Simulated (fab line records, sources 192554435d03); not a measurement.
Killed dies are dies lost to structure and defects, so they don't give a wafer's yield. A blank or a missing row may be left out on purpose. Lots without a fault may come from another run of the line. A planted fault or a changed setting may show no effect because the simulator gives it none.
Chamber matching | flow n5_finfet | N5_BEOL_M4_ETCH_74 on rie_diel-06: 4 sister chambers
The step etches underlayer in N2/H2, target depth 6.5 nm, time 5.2 s. 4 wafers are shown with their chamber, then 8 later ones without.

WAFERS WITH THEIR CHAMBER
wafer  | chamber | showerhead_plenum_p_Torr (Torr)
L079.1 | 1       | 2.55
L081.4 | 0       | 2.63
L081.5 | 3       | 2.48
L084.2 | 2       | 2.46

WAFERS WITHOUT THEIR CHAMBER
wafer  | showerhead_plenum_p_Torr (Torr)
L084.5 | 2.54
L084.6 | 2.46
L088.1 | 2.46
L088.2 | 2.47
L088.4 | 2.63
L092.1 | 2.45
L092.2 | 2.62
L092.5 | 2.62

WHICH CHAMBER EACH WENT THROUGH
wafer  | from the rows above     | in truth
L084.5 | 1                       | 1
L084.6 | 2                       | 2
L088.1 | 2                       | 2
L088.2 | can't be placed: 3 or 2 | 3
L088.4 | 0                       | 0
L092.1 | 2                       | 2
L092.2 | 0                       | 0
L092.5 | 0                       | 0
Placed correctly: 7 of 8. Can't be placed from these rows: 1 (the true chamber is among the candidates in 1). Placed wrongly: 0.
How it was worked out, from the rows above alone: a wafer's distance from a chamber is the root of the sum, over the readings, of the square of ((its reading less the chamber's mean) divided by the reading's scatter). The wafer belongs to the nearest chamber; if the next one is less than 2 further off, it can't be placed. A chamber's mean is the mean of its shown wafers. The scatter: with one shown wafer a chamber, the root of the mean of the squares of how far each hidden wafer lies from its nearest shown one.
